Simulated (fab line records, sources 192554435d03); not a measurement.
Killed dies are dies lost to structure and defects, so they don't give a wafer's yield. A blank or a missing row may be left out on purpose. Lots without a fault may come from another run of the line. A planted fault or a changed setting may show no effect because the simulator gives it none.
One fault seen from 3 desks | flow n5_finfet | each desk has only its own numbers; what lay behind them comes last

THE TOOL OWNER'S DESK: pvd_sputter-01
The tool's own readings at N5_PASSIVATION_AL_DEP_21 (deposits Al, target thk 2800 nm, time 170 s): means of the sampled wafers that have a number, for each lot that ran on this tool. A lot is out of limits, marked OUT, if its mean lies more than 4 standard deviations from the usual mean; the brackets give that distance.
Columns: A = susceptor_temp_C at N5_PASSIVATION_AL_DEP_21, usual 400.03 C; B = throttle_valve_pct at N5_PASSIVATION_AL_DEP_21, usual 30.5 %
lot  | first seen here | A      | B
L371 | day 14 20:49    | 400.38 | 31.0
L380 | day 16 16:46    | 399.85 | 30.7
L378 | day 16 17:11    | 399.51 | 31.1
L381 | day 17 08:07    | 399.96 | 31.4
L390 | day 20 06:55    | 399.98 | 31.2
This desk's finding: nothing out of limits on any of the 5 lots.

THE METROLOGY DESK
What the gauges read, lot by lot, whatever tool the lot ran on: means of the sampled wafers that have a number. A lot is out of limits, marked OUT, if its mean lies more than 4 standard deviations from the usual mean; the brackets give that distance.
Columns: A = cd_nm at N5_MIM_BOT_LITHO_CD_MEAS_08, usual 3000.4 nm
lot  | first seen here | A
L371 | day 14 15:55    | 3001.4
L374 | day 14 20:17    | 3000.4
L370 | day 14 22:49    | 2999.6
L376 | day 15 10:31    | 3000.4
L378 | day 16 06:39    | 3000.9
L380 | day 16 11:58    | 2999.1
L381 | day 17 05:01    | 3001.3
L383 | day 17 17:23    | 3000.8
L389 | day 18 23:56    | 3001.6
L390 | day 20 01:11    | 2999.4
This desk's finding: nothing out of limits on any of the 10 lots.

THE DEFECT DESK
What the inspections along the route counted, lot by lot: means of the sampled wafers that have a number. A lot is out of limits, marked OUT, if its mean lies more than 4 standard deviations from the usual mean; the brackets give that distance.
Columns: A = raw_defect_count at N5_BEOL_M15_INSPECT_55, usual 70
lot  | first seen here | A
L371 | day 14 12:31    | 78
L374 | day 14 15:14    | 41
L370 | day 14 18:14    | 64
L376 | day 15 06:45    | 94
L378 | day 16 02:12    | 77
L380 | day 16 08:26    | 60
L381 | day 17 00:23    | 84
L383 | day 17 11:41    | 62
L389 | day 18 19:08    | 56
L390 | day 19 19:35    | 90
This desk's finding: nothing out of limits on any of the 10 lots.

PUT TOGETHER
The tool owner's desk saw nothing out of limits.
The metrology desk saw nothing out of limits.
The defect desk saw nothing out of limits.

WHAT THE SIMULATOR HAD PUT IN
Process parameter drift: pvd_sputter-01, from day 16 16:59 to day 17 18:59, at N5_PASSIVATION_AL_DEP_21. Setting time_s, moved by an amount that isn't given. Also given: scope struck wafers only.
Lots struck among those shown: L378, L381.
